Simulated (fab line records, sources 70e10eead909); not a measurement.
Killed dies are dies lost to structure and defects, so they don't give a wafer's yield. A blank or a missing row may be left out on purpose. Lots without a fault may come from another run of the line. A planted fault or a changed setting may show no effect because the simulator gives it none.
Which tool did it? | flow nand_harc | 12 lots, 36 wafers sampled, at 4 steps of a route of 1302

WHAT THE GAUGES READ, wafer by wafer
NHARC_A_BLC_CD_MEAS_10: target cd 100 nm.
lot  | measured     | on        | cd_nm (nm)
L075 | day 22 15:04 | cd_sem-01 | 100.4 100.9 100.0
L076 | day 23 05:41 | cd_sem-01 | 101.8 102.5 101.3
L080 | day 24 02:52 | cd_sem-02 | 100.3 101.8 100.7
L079 | day 25 06:43 | cd_sem-03 | 100.8 100.3 99.6
L083 | day 25 23:59 | cd_sem-03 | 100.1 99.9 101.1
L085 | day 27 14:50 | cd_sem-01 | 99.8 99.7 100.1
L086 | day 27 23:20 | cd_sem-03 | 101.3 101.0 101.7
L088 | day 28 15:39 | cd_sem-03 | 101.5 100.7 101.0
L090 | day 29 10:52 | cd_sem-03 | 99.1 99.1 98.3
L093 | day 29 22:46 | cd_sem-02 | 101.4 100.2 99.8
L094 | day 31 00:01 | cd_sem-03 | 102.0 102.4 102.2
L096 | day 31 15:05 | cd_sem-01 | 100.4 100.1 100.2

WHICH TOOL RAN EACH LOT (tool, then ch and the chambers of the sampled wafers, then the start)
lot  | NHARC_A_CONTACT_ETCH_130             | NHARC_A_CONTACT_ETCH_89                       | NHARC_A_CONTACT_ETCH_110
L075 | har_cap_etch-02 ch 0,1, day 22 01:52 | rie_diel-09 ch 2,3, day 22 12:26 or earlier   | rie_diel-11 ch 0,1,2, day 22 12:26
L076 | har_cap_etch-03 ch 0,1, day 22 18:20 | rie_diel-10 ch 0,1,2, day 23 02:59 or earlier | rie_diel-09 ch 0,1,2, day 23 02:59
L080 | har_cap_etch-01 ch 0,1, day 23 14:52 | rie_diel-11 ch 0,2,3, day 24 00:13 or earlier | rie_diel-11 ch 0,1,3, day 24 00:13
L079 | har_cap_etch-02 ch 0,1, day 24 17:02 | rie_diel-11 ch 0,1, day 25 03:58 or earlier   | rie_diel-11 ch 1,2,3, day 25 03:58
L083 | har_cap_etch-01 ch 0,1, day 25 12:36 | rie_diel-11 ch 1,3, day 25 21:28 or earlier   | rie_diel-11 ch 1,2, day 25 21:28
L085 | har_cap_etch-01 ch 0,1, day 26 23:56 | rie_diel-11 ch 0,1,3, day 27 12:11 or earlier | rie_diel-10 ch 1,2, day 27 12:11
L086 | har_cap_etch-02 ch 0,1, day 27 10:34 | rie_diel-10 ch 0,1,2, day 27 20:41 or earlier | rie_diel-10 ch 0,1,2, day 27 20:41
L088 | har_cap_etch-02 ch 0,1, day 28 02:04 | rie_diel-11 ch 1,2, day 28 13:01 or earlier   | rie_diel-10 ch 0,2,3, day 28 13:01
L090 | har_cap_etch-03 ch 0,1, day 28 18:47 | rie_diel-11 ch 0,1,3, day 29 04:07            | rie_diel-11 ch 1,2, day 29 07:29
L093 | har_cap_etch-02 ch 0,1, day 29 11:03 | rie_diel-11 ch 0,1,3, day 29 20:08 or earlier | rie_diel-11 ch 0,1,2, day 29 20:08
L094 | har_cap_etch-03 ch 0,1, day 30 10:55 | rie_diel-11 ch 1,2,3, day 30 21:22 or earlier | rie_diel-11 ch 0,1,3, day 30 21:22
L096 | har_cap_etch-02 ch 1, day 31 02:39   | rie_diel-09 ch 1,2, day 31 12:34 or earlier   | rie_diel-11 ch 1,2,3, day 31 12:34
- NHARC_A_CONTACT_ETCH_130: etches the open film in C4F8/O2/Ar, time 197 s, target depth 1918 nm.
- NHARC_A_CONTACT_ETCH_89: etches the open film in N2/H2, target depth 260 nm, time 475.3 s.
- NHARC_A_CONTACT_ETCH_110: etches the open film in CF4/O2, target depth 60 nm, overetch 6 nm, time 33 s.

THE ANSWER, worked out from the rows above alone
Rule: what is usual is taken from the lots themselves. Put in order of their means at a reading, lots are off if they are a third of the lots or fewer, leave a main group of 4 or more, and stand apart from it by a gap of 3 or more times the standard deviation of the main group's means; of several such gaps the widest counts. A main group whose means are all the same, to the digits that the tables above print for the reading, isn't used. A lot without any number at a reading at which 4 lots or more have one is off too. The other lots that the step has rows for count as sound.
No lot is off at any reading shown: from this, nothing can be told.

WHAT THE SIMULATOR HAD PUT IN
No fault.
